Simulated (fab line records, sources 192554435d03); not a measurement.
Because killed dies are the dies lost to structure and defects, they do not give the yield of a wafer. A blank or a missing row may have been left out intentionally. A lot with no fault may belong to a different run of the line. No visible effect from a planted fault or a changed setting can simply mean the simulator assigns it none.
Which of the tools did it? / flow n5-finfet / 66 wafers from 22 lots sampled at 4 of the route's 1938 steps

== WHAT THE GAUGES READ, wafer by wafer ==
N5_BEOL_M8_THK_MEAS_53: measures by xrf. Usual: M8_THK gives 80.0 nm (standard deviation 1.7).
lot=L074; measured=day 8 23:23; on=film-metro-02; M8_THK (nm)=80.0 81.7 80.1; flag=
lot=L075; measured=day 9 16:37; on=film-metro-02; M8_THK (nm)=78.9 79.3 79.8; flag=
lot=L076; measured=day 10 02:36; on=film-metro-02; M8_THK (nm)=80.2 77.3 80.0; flag=
lot=L077; measured=day 10 03:40; on=film-metro-01; M8_THK (nm)=79.7 78.6 78.6; flag=
lot=L078; measured=day 10 17:36; on=film-metro-02; M8_THK (nm)=79.6 78.2 80.6; flag=
lot=L080; measured=day 10 20:32; on=film-metro-02; M8_THK (nm)=80.1 80.0 77.4; flag=
lot=L079; measured=day 10 21:58; on=film-metro-01; M8_THK (nm)=80.8 81.7 82.1; flag=
lot=L081; measured=day 10 23:59; on=film-metro-02; M8_THK (nm)=80.2 81.6 78.8; flag=
lot=L083; measured=day 11 22:15; on=film-metro-02; M8_THK (nm)=81.2 83.2 81.1; flag=
lot=L084; measured=day 12 00:44; on=film-metro-01; M8_THK (nm)=80.0 80.2 81.2; flag=
lot=L085; measured=day 12 00:54; on=film-metro-01; M8_THK (nm)=81.6 79.2 79.8; flag=
lot=L087; measured=day 12 06:11; on=film-metro-02; M8_THK (nm)=78.3 78.2 78.5; flag=
lot=L088; measured=day 13 05:50; on=film-metro-01; M8_THK (nm)=82.0 80.1 80.9; flag=
lot=L089; measured=day 13 07:13; on=film-metro-01; M8_THK (nm)=80.9 77.6 79.9; flag=
lot=L090; measured=day 13 12:43; on=film-metro-01; M8_THK (nm)=80.9 81.6 79.2; flag=
lot=L091; measured=day 14 04:43; on=film-metro-01; M8_THK (nm)=83.2 83.4 81.0; flag=
lot=L092; measured=day 14 13:56; on=film-metro-01; M8_THK (nm)=79.5 81.9 78.9; flag=
lot=L095; measured=day 14 21:29; on=film-metro-02; M8_THK (nm)=79.8 79.4 76.8; flag=
lot=L093; measured=day 14 23:24; on=film-metro-02; M8_THK (nm)=76.9 78.4 76.3; flag=
lot=L097; measured=day 14 23:40; on=film-metro-02; M8_THK (nm)=83.5 81.8 81.6; flag=
lot=L094; measured=day 15 06:29; on=film-metro-01; M8_THK (nm)=79.6 80.9 80.6; flag=
lot=L096; measured=day 15 13:37; on=film-metro-02; M8_THK (nm)=80.9 80.3 80.8; flag=

== WHAT TOOL EACH LOT RAN ON (gives the tool, then ch and the chambers of the sampled wafers, and finally the start) ==
lot=L074; N5_BEOL_M8_ETCH_72=rie-diel-04 ch 0,1,2, day 8 20:04; N5_BEOL_M8_ETCH_66=rie-diel-04 ch 0,1,2, day 8 20:07; N5_BEOL_M8_DEGAS_44=pvd-sputter-01, day 8 21:19
lot=L075; N5_BEOL_M8_ETCH_72=rie-diel-04 ch 0,2, day 9 12:40; N5_BEOL_M8_ETCH_66=rie-diel-04 ch 0,2, day 9 12:43; N5_BEOL_M8_DEGAS_44=pvd-sputter-02, day 9 14:52
lot=L076; N5_BEOL_M8_ETCH_72=rie-diel-05 ch 1,2,3, day 9 22:37; N5_BEOL_M8_ETCH_66=rie-diel-05 ch 1,2,3, day 9 22:40; N5_BEOL_M8_DEGAS_44=pvd-sputter-02, day 9 23:48
lot=L077; N5_BEOL_M8_ETCH_72=rie-diel-04 ch 0,2, day 9 22:50; N5_BEOL_M8_ETCH_66=rie-diel-04 ch 0,2, day 9 22:53; N5_BEOL_M8_DEGAS_44=pvd-sputter-01, day 10 01:57
lot=L078; N5_BEOL_M8_ETCH_72=rie-diel-03 ch 2,3, day 10 14:56; N5_BEOL_M8_ETCH_66=rie-diel-03 ch 2,3, day 10 14:59; N5_BEOL_M8_DEGAS_44=pvd-sputter-01, day 10 15:55
lot=L080; N5_BEOL_M8_ETCH_72=rie-diel-03 ch 1,2,3, day 10 16:01; N5_BEOL_M8_ETCH_66=rie-diel-03 ch 1,2,3, day 10 16:03; N5_BEOL_M8_DEGAS_44=pvd-sputter-03, day 10 19:02
lot=L079; N5_BEOL_M8_ETCH_72=rie-diel-05 ch 0,2,3, day 10 18:35; N5_BEOL_M8_ETCH_66=rie-diel-05 ch 0,2,3, day 10 18:37; N5_BEOL_M8_DEGAS_44=pvd-sputter-03, day 10 19:53
lot=L081; N5_BEOL_M8_ETCH_72=rie-diel-04 ch 1,2,3, day 10 18:38; N5_BEOL_M8_ETCH_66=rie-diel-04 ch 1,2,3, day 10 18:41; N5_BEOL_M8_DEGAS_44=pvd-sputter-03, day 10 20:03
lot=L083; N5_BEOL_M8_ETCH_72=rie-diel-03 ch 0,1,2, day 11 19:19; N5_BEOL_M8_ETCH_66=rie-diel-03 ch 0,1,2, day 11 19:22; N5_BEOL_M8_DEGAS_44=pvd-sputter-02, day 11 20:25
lot=L084; N5_BEOL_M8_ETCH_72=rie-diel-04 ch 0,1, day 11 21:56; N5_BEOL_M8_ETCH_66=rie-diel-04 ch 0,1, day 11 21:59; N5_BEOL_M8_DEGAS_44=pvd-sputter-03, day 11 22:56
lot=L085; N5_BEOL_M8_ETCH_72=rie-diel-05 ch 2,3, day 11 21:59; N5_BEOL_M8_ETCH_66=rie-diel-05 ch 2,3, day 11 22:02; N5_BEOL_M8_DEGAS_44=pvd-sputter-03, day 11 23:01
lot=L087; N5_BEOL_M8_ETCH_72=rie-diel-03 ch 0,1,3, day 12 03:07; N5_BEOL_M8_ETCH_66=rie-diel-03 ch 0,1,3, day 12 03:10; N5_BEOL_M8_DEGAS_44=pvd-sputter-03, day 12 04:22
lot=L088; N5_BEOL_M8_ETCH_72=rie-diel-05 ch 0,2, day 13 01:30; N5_BEOL_M8_ETCH_66=rie-diel-05 ch 0,2, day 13 01:32; N5_BEOL_M8_DEGAS_44=pvd-sputter-01, day 13 04:26
lot=L089; N5_BEOL_M8_ETCH_72=rie-diel-05 ch 0,1,2, day 13 04:26; N5_BEOL_M8_ETCH_66=rie-diel-05 ch 0,1,2, day 13 04:29; N5_BEOL_M8_DEGAS_44=pvd-sputter-02, day 13 05:40
lot=L090; N5_BEOL_M8_ETCH_72=rie-diel-03 ch 1,2,3, day 13 09:47; N5_BEOL_M8_ETCH_66=rie-diel-03 ch 1,2,3, day 13 09:49; N5_BEOL_M8_DEGAS_44=pvd-sputter-01, day 13 11:04
lot=L091; N5_BEOL_M8_ETCH_72=rie-diel-05 ch 0,2, day 14 00:55; N5_BEOL_M8_ETCH_66=rie-diel-05 ch 0,2, day 14 00:58; N5_BEOL_M8_DEGAS_44=pvd-sputter-01, day 14 01:58
lot=L092; N5_BEOL_M8_ETCH_72=rie-diel-04 ch 0,2,3, day 14 10:56; N5_BEOL_M8_ETCH_66=rie-diel-04 ch 0,2,3, day 14 10:59; N5_BEOL_M8_DEGAS_44=pvd-sputter-01, day 14 12:16
lot=L095; N5_BEOL_M8_ETCH_72=rie-diel-05 ch 0,1,2, day 14 18:33; N5_BEOL_M8_ETCH_66=rie-diel-05 ch 0,1,2, day 14 18:36; N5_BEOL_M8_DEGAS_44=pvd-sputter-01, day 14 19:32
lot=L093; N5_BEOL_M8_ETCH_72=rie-diel-05 ch 0,1,2, day 14 20:22; N5_BEOL_M8_ETCH_66=rie-diel-05 ch 0,1,2, day 14 20:25; N5_BEOL_M8_DEGAS_44=pvd-sputter-02, day 14 21:32
lot=L097; N5_BEOL_M8_ETCH_72=rie-diel-03 ch 0,1,2, day 14 20:36; N5_BEOL_M8_ETCH_66=rie-diel-03 ch 0,1,2, day 14 20:38; N5_BEOL_M8_DEGAS_44=pvd-sputter-02, day 14 21:37
lot=L094; N5_BEOL_M8_ETCH_72=rie-diel-05 ch 1,3, day 15 02:48; N5_BEOL_M8_ETCH_66=rie-diel-05 ch 1,3, day 15 02:50; N5_BEOL_M8_DEGAS_44=pvd-sputter-02, day 15 04:03
lot=L096; N5_BEOL_M8_ETCH_72=rie-diel-05 ch 0,2, day 15 10:42; N5_BEOL_M8_ETCH_66=rie-diel-05 ch 0,2, day 15 10:44; N5_BEOL_M8_DEGAS_44=pvd-sputter-01, day 15 11:50
- N5_BEOL_M8_ETCH_72: etches underlayer in N2/H2, target depth 6.5 nm, time 5.2 s.
- N5_BEOL_M8_ETCH_66: etches SOC in N2/H2, target depth 80 nm, overetch 16 nm, time 120 s.
- N5_BEOL_M8_DEGAS_44: time 60 s.

== AS READ BY THE TOOLS THEMSELVES (means over the sampled wafers that have a number; for cases with no such wafer, the mark the record gives instead) ==
N5_BEOL_M8_ETCH_72. Usual: drypump-motor-current-A 5.8 A (standard deviation 0.31); etch-rf-on-time-s 5.14 s (standard deviation 0.075); oes-product-au 0.67 a.u. (standard deviation 0.071); rf-fwd-power-W 819.4 W (standard deviation 2.4); rf-vpp-V 524.5 V (standard deviation 2.5); showerhead-plenum-p-Torr 2.56 Torr (standard deviation 0.082); throttle-valve-pct 17.85 % (standard deviation 0.28).
lot=L074; tool=rie-diel-04; drypump-motor-current-A (A)=6.3; etch-rf-on-time-s (s)=5.18; oes-product-au (a.u.)=0.61; rf-fwd-power-W (W)=818.9; rf-vpp-V (V)=524.4; showerhead-plenum-p-Torr (Torr)=2.59; throttle-valve-pct (%)=18.15; flag=
lot=L075; tool=rie-diel-04; drypump-motor-current-A (A)=6.2; etch-rf-on-time-s (s)=5.20; oes-product-au (a.u.)=0.62; rf-fwd-power-W (W)=818.3; rf-vpp-V (V)=524.9; showerhead-plenum-p-Torr (Torr)=2.57; throttle-valve-pct (%)=18.25; flag=
lot=L076; tool=rie-diel-05; drypump-motor-current-A (A)=5.6; etch-rf-on-time-s (s)=5.18; oes-product-au (a.u.)=0.67; rf-fwd-power-W (W)=820.0; rf-vpp-V (V)=523.0; showerhead-plenum-p-Torr (Torr)=2.56; throttle-valve-pct (%)=17.81; flag=
lot=L077; tool=rie-diel-04; drypump-motor-current-A (A)=6.2; etch-rf-on-time-s (s)=5.16; oes-product-au (a.u.)=0.62; rf-fwd-power-W (W)=821.5; rf-vpp-V (V)=523.5; showerhead-plenum-p-Torr (Torr)=2.56; throttle-valve-pct (%)=18.29; flag=
lot=L078; tool=rie-diel-03; drypump-motor-current-A (A)=5.7; etch-rf-on-time-s (s)=5.09; oes-product-au (a.u.)=0.70; rf-fwd-power-W (W)=818.0; rf-vpp-V (V)=526.3; showerhead-plenum-p-Torr (Torr)=2.63; throttle-valve-pct (%)=17.71; flag=
lot=L080; tool=rie-diel-03; drypump-motor-current-A (A)=5.6; etch-rf-on-time-s (s)=5.16; oes-product-au (a.u.)=0.65; rf-fwd-power-W (W)=818.8; rf-vpp-V (V)=523.2; showerhead-plenum-p-Torr (Torr)=2.54; throttle-valve-pct (%)=17.75; flag=
lot=L079; tool=rie-diel-05; drypump-motor-current-A (A)=5.7; etch-rf-on-time-s (s)=5.09; oes-product-au (a.u.)=0.71; rf-fwd-power-W (W)=819.7; rf-vpp-V (V)=524.8; showerhead-plenum-p-Torr (Torr)=2.57; throttle-valve-pct (%)=17.64; flag=
lot=L081; tool=rie-diel-04; drypump-motor-current-A (A)=6.2; etch-rf-on-time-s (s)=5.14; oes-product-au (a.u.)=0.68; rf-fwd-power-W (W)=818.4; rf-vpp-V (V)=523.5; showerhead-plenum-p-Torr (Torr)=2.56; throttle-valve-pct (%)=18.10; flag=
lot=L083; tool=rie-diel-03; drypump-motor-current-A (A)=5.6; etch-rf-on-time-s (s)=5.11; oes-product-au (a.u.)=0.73; rf-fwd-power-W (W)=817.8; rf-vpp-V (V)=523.4; showerhead-plenum-p-Torr (Torr)=2.57; throttle-valve-pct (%)=17.60; flag=
lot=L084; tool=rie-diel-04; drypump-motor-current-A (A)=6.4; etch-rf-on-time-s (s)=5.08; oes-product-au (a.u.)=0.84; rf-fwd-power-W (W)=818.3; rf-vpp-V (V)=525.6; showerhead-plenum-p-Torr (Torr)=2.61; throttle-valve-pct (%)=17.64; flag=
lot=L085; tool=rie-diel-05; drypump-motor-current-A (A)=5.6; etch-rf-on-time-s (s)=5.10; oes-product-au (a.u.)=0.69; rf-fwd-power-W (W)=818.7; rf-vpp-V (V)=524.5; showerhead-plenum-p-Torr (Torr)=2.52; throttle-valve-pct (%)=17.73; flag=
lot=L087; tool=rie-diel-03; drypump-motor-current-A (A)=5.5; etch-rf-on-time-s (s)=5.15; oes-product-au (a.u.)=0.69; rf-fwd-power-W (W)=819.7; rf-vpp-V (V)=524.1; showerhead-plenum-p-Torr (Torr)=2.51; throttle-valve-pct (%)=17.85; flag=
lot=L088; tool=rie-diel-05; drypump-motor-current-A (A)=5.5; etch-rf-on-time-s (s)=5.09; oes-product-au (a.u.)=0.69; rf-fwd-power-W (W)=819.2; rf-vpp-V (V)=523.8; showerhead-plenum-p-Torr (Torr)=2.60; throttle-valve-pct (%)=17.69; flag=
lot=L089; tool=rie-diel-05; drypump-motor-current-A (A)=5.5; etch-rf-on-time-s (s)=5.18; oes-product-au (a.u.)=0.65; rf-fwd-power-W (W)=818.9; rf-vpp-V (V)=525.4; showerhead-plenum-p-Torr (Torr)=2.62; throttle-valve-pct (%)=17.78; flag=
lot=L090; tool=rie-diel-03; drypump-motor-current-A (A)=5.6; etch-rf-on-time-s (s)=5.24; oes-product-au (a.u.)=0.63; rf-fwd-power-W (W)=820.8; rf-vpp-V (V)=523.7; showerhead-plenum-p-Torr (Torr)=2.53; throttle-valve-pct (%)=17.76; flag=
lot=L091; tool=rie-diel-05; drypump-motor-current-A (A)=5.5; etch-rf-on-time-s (s)=5.18; oes-product-au (a.u.)=0.68; rf-fwd-power-W (W)=819.3; rf-vpp-V (V)=525.1; showerhead-plenum-p-Torr (Torr)=2.59; throttle-valve-pct (%)=17.71; flag=
lot=L092; tool=rie-diel-04; drypump-motor-current-A (A)=6.1; etch-rf-on-time-s (s)=5.16; oes-product-au (a.u.)=0.67; rf-fwd-power-W (W)=818.8; rf-vpp-V (V)=524.3; showerhead-plenum-p-Torr (Torr)=2.54; throttle-valve-pct (%)=18.11; flag=
lot=L095; tool=rie-diel-05; drypump-motor-current-A (A)=5.5; etch-rf-on-time-s (s)=5.16; oes-product-au (a.u.)=0.65; rf-fwd-power-W (W)=818.9; rf-vpp-V (V)=526.6; showerhead-plenum-p-Torr (Torr)=2.61; throttle-valve-pct (%)=17.80; flag=
lot=L093; tool=rie-diel-05; drypump-motor-current-A (A)=5.6; etch-rf-on-time-s (s)=5.16; oes-product-au (a.u.)=0.64; rf-fwd-power-W (W)=822.3; rf-vpp-V (V)=525.1; showerhead-plenum-p-Torr (Torr)=2.61; throttle-valve-pct (%)=17.81; flag=
lot=L097; tool=rie-diel-03; drypump-motor-current-A (A)=5.6; etch-rf-on-time-s (s)=5.08; oes-product-au (a.u.)=0.70; rf-fwd-power-W (W)=818.1; rf-vpp-V (V)=524.5; showerhead-plenum-p-Torr (Torr)=2.56; throttle-valve-pct (%)=17.65; flag=
lot=L094; tool=rie-diel-05; drypump-motor-current-A (A)=5.7; etch-rf-on-time-s (s)=5.15; oes-product-au (a.u.)=0.64; rf-fwd-power-W (W)=817.7; rf-vpp-V (V)=523.9; showerhead-plenum-p-Torr (Torr)=2.50; throttle-valve-pct (%)=17.87; flag=
lot=L096; tool=rie-diel-05; drypump-motor-current-A (A)=5.6; etch-rf-on-time-s (s)=5.10; oes-product-au (a.u.)=0.67; rf-fwd-power-W (W)=822.2; rf-vpp-V (V)=524.8; showerhead-plenum-p-Torr (Torr)=2.59; throttle-valve-pct (%)=17.71; flag=

N5_BEOL_M8_ETCH_66. Usual: drypump-motor-current-A 5.8 A, standard deviation 0.31; oes-product-au 0.60 a.u., standard deviation 0.06; rf-fwd-power-W 834 W, standard deviation 3; rf-vpp-V 524.5 V, standard deviation 2.4; showerhead-plenum-p-Torr 2.56 Torr, standard deviation 0.082; throttle-valve-pct 17.81 %, standard deviation 0.28.
lot=L074; tool=rie-diel-04; drypump-motor-current-A (A)=6.3; oes-product-au (a.u.)=0.54; rf-fwd-power-W (W)=836; rf-vpp-V (V)=525.0; showerhead-plenum-p-Torr (Torr)=2.59; throttle-valve-pct (%)=18.11; flag=
lot=L075; tool=rie-diel-04; drypump-motor-current-A (A)=6.2; oes-product-au (a.u.)=0.56; rf-fwd-power-W (W)=832; rf-vpp-V (V)=523.8; showerhead-plenum-p-Torr (Torr)=2.57; throttle-valve-pct (%)=18.22; flag=
lot=L076; tool=rie-diel-05; drypump-motor-current-A (A)=5.6; oes-product-au (a.u.)=0.60; rf-fwd-power-W (W)=835; rf-vpp-V (V)=525.0; showerhead-plenum-p-Torr (Torr)=2.56; throttle-valve-pct (%)=17.76; flag=
lot=L077; tool=rie-diel-04; drypump-motor-current-A (A)=6.2; oes-product-au (a.u.)=0.56; rf-fwd-power-W (W)=832; rf-vpp-V (V)=524.1; showerhead-plenum-p-Torr (Torr)=2.57; throttle-valve-pct (%)=18.23; flag=
lot=L078; tool=rie-diel-03; drypump-motor-current-A (A)=5.7; oes-product-au (a.u.)=0.62; rf-fwd-power-W (W)=835; rf-vpp-V (V)=527.3; showerhead-plenum-p-Torr (Torr)=2.63; throttle-valve-pct (%)=17.69; flag=
lot=L080; tool=rie-diel-03; drypump-motor-current-A (A)=5.6; oes-product-au (a.u.)=0.59; rf-fwd-power-W (W)=834; rf-vpp-V (V)=523.7; showerhead-plenum-p-Torr (Torr)=2.54; throttle-valve-pct (%)=17.69; flag=
lot=L079; tool=rie-diel-05; drypump-motor-current-A (A)=5.7; oes-product-au (a.u.)=0.63; rf-fwd-power-W (W)=835; rf-vpp-V (V)=524.6; showerhead-plenum-p-Torr (Torr)=2.57; throttle-valve-pct (%)=17.59; flag=
lot=L081; tool=rie-diel-04; drypump-motor-current-A (A)=6.3; oes-product-au (a.u.)=0.62; rf-fwd-power-W (W)=837; rf-vpp-V (V)=524.4; showerhead-plenum-p-Torr (Torr)=2.56; throttle-valve-pct (%)=18.05; flag=
lot=L083; tool=rie-diel-03; drypump-motor-current-A (A)=5.6; oes-product-au (a.u.)=0.65; rf-fwd-power-W (W)=837; rf-vpp-V (V)=524.4; showerhead-plenum-p-Torr (Torr)=2.57; throttle-valve-pct (%)=17.56; flag=
lot=L084; tool=rie-diel-04; drypump-motor-current-A (A)=6.3; oes-product-au (a.u.)=0.74; rf-fwd-power-W (W)=834; rf-vpp-V (V)=525.4; showerhead-plenum-p-Torr (Torr)=2.61; throttle-valve-pct (%)=17.60; flag=
lot=L085; tool=rie-diel-05; drypump-motor-current-A (A)=5.6; oes-product-au (a.u.)=0.62; rf-fwd-power-W (W)=834; rf-vpp-V (V)=524.3; showerhead-plenum-p-Torr (Torr)=2.52; throttle-valve-pct (%)=17.70; flag=
lot=L087; tool=rie-diel-03; drypump-motor-current-A (A)=5.5; oes-product-au (a.u.)=0.61; rf-fwd-power-W (W)=834; rf-vpp-V (V)=523.1; showerhead-plenum-p-Torr (Torr)=2.51; throttle-valve-pct (%)=17.79; flag=
lot=L088; tool=rie-diel-05; drypump-motor-current-A (A)=5.6; oes-product-au (a.u.)=0.61; rf-fwd-power-W (W)=837; rf-vpp-V (V)=525.2; showerhead-plenum-p-Torr (Torr)=2.60; throttle-valve-pct (%)=17.64; flag=
lot=L089; tool=rie-diel-05; drypump-motor-current-A (A)=5.5; oes-product-au (a.u.)=0.58; rf-fwd-power-W (W)=836; rf-vpp-V (V)=526.2; showerhead-plenum-p-Torr (Torr)=2.62; throttle-valve-pct (%)=17.74; flag=
lot=L090; tool=rie-diel-03; drypump-motor-current-A (A)=5.6; oes-product-au (a.u.)=0.57; rf-fwd-power-W (W)=834; rf-vpp-V (V)=523.9; showerhead-plenum-p-Torr (Torr)=2.53; throttle-valve-pct (%)=17.73; flag=
lot=L091; tool=rie-diel-05; drypump-motor-current-A (A)=5.6; oes-product-au (a.u.)=0.61; rf-fwd-power-W (W)=830; rf-vpp-V (V)=525.5; showerhead-plenum-p-Torr (Torr)=2.60; throttle-valve-pct (%)=17.66; flag=
lot=L092; tool=rie-diel-04; drypump-motor-current-A (A)=6.2; oes-product-au (a.u.)=0.60; rf-fwd-power-W (W)=835; rf-vpp-V (V)=524.1; showerhead-plenum-p-Torr (Torr)=2.54; throttle-valve-pct (%)=18.06; flag=
lot=L095; tool=rie-diel-05; drypump-motor-current-A (A)=5.6; oes-product-au (a.u.)=0.58; rf-fwd-power-W (W)=834; rf-vpp-V (V)=526.4; showerhead-plenum-p-Torr (Torr)=2.61; throttle-valve-pct (%)=17.77; flag=
lot=L093; tool=rie-diel-05; drypump-motor-current-A (A)=5.6; oes-product-au (a.u.)=0.57; rf-fwd-power-W (W)=837; rf-vpp-V (V)=525.9; showerhead-plenum-p-Torr (Torr)=2.61; throttle-valve-pct (%)=17.76; flag=
lot=L097; tool=rie-diel-03; drypump-motor-current-A (A)=5.6; oes-product-au (a.u.)=0.62; rf-fwd-power-W (W)=833; rf-vpp-V (V)=524.2; showerhead-plenum-p-Torr (Torr)=2.56; throttle-valve-pct (%)=17.60; flag=
lot=L094; tool=rie-diel-05; drypump-motor-current-A (A)=5.7; oes-product-au (a.u.)=0.57; rf-fwd-power-W (W)=835; rf-vpp-V (V)=522.3; showerhead-plenum-p-Torr (Torr)=2.50; throttle-valve-pct (%)=17.82; flag=
lot=L096; tool=rie-diel-05; drypump-motor-current-A (A)=5.6; oes-product-au (a.u.)=0.60; rf-fwd-power-W (W)=835; rf-vpp-V (V)=525.1; showerhead-plenum-p-Torr (Torr)=2.59; throttle-valve-pct (%)=17.68; flag=

N5_BEOL_M8_DEGAS_44. Usual: heater-power-w at 350 W, with a standard deviation of 29.
lot=L074; tool=pvd-sputter-01; heater-power-w (W)=350; flag=
lot=L075; tool=pvd-sputter-02; heater-power-w (W)=372; flag=
lot=L076; tool=pvd-sputter-02; heater-power-w (W)=385; flag=
lot=L077; tool=pvd-sputter-01; heater-power-w (W)=338; flag=
lot=L078; tool=pvd-sputter-01; heater-power-w (W)=341; flag=
lot=L080; tool=pvd-sputter-03; heater-power-w (W)=358; flag=
lot=L079; tool=pvd-sputter-03; heater-power-w (W)=367; flag=
lot=L081; tool=pvd-sputter-03; heater-power-w (W)=361; flag=
lot=L083; tool=pvd-sputter-02; heater-power-w (W)=363; flag=
lot=L084; tool=pvd-sputter-03; heater-power-w (W)=356; flag=
lot=L085; tool=pvd-sputter-03; heater-power-w (W)=346; flag=
lot=L087; tool=pvd-sputter-03; heater-power-w (W)=338; flag=
lot=L088; tool=pvd-sputter-01; heater-power-w (W)=345; flag=
lot=L089; tool=pvd-sputter-02; heater-power-w (W)=338; flag=
lot=L090; tool=pvd-sputter-01; heater-power-w (W)=346; flag=
lot=L091; tool=pvd-sputter-01; heater-power-w (W)=348; flag=
lot=L092; tool=pvd-sputter-01; heater-power-w (W)=344; flag=
lot=L095; tool=pvd-sputter-01; heater-power-w (W)=348; flag=
lot=L093; tool=pvd-sputter-02; heater-power-w (W)=376; flag=
lot=L097; tool=pvd-sputter-02; heater-power-w (W)=396; flag=
lot=L094; tool=pvd-sputter-02; heater-power-w (W)=338; flag=
lot=L096; tool=pvd-sputter-01; heater-power-w (W)=350; flag=

== THE ANSWER, worked out from the rows above alone ==
Rule: a lot counts as off when the mean over its wafers that have a number is more than 3 standard deviations away from the usual mean. A lot without any number at a reading at which 4 lots or more have one is off too. Any other lot the step has rows for is counted as sound. The gauges are gone through in route order, then the tools' own readings, and for those a lot's mean is taken as printed above. The first step at which some lot is off is used, and at that step the reading that is off furthest; a lot without a number counts as furthest.
Nothing can be told from this: no lot is off at any reading shown.

== WHAT THE SIMULATOR HAD INSERTED ==
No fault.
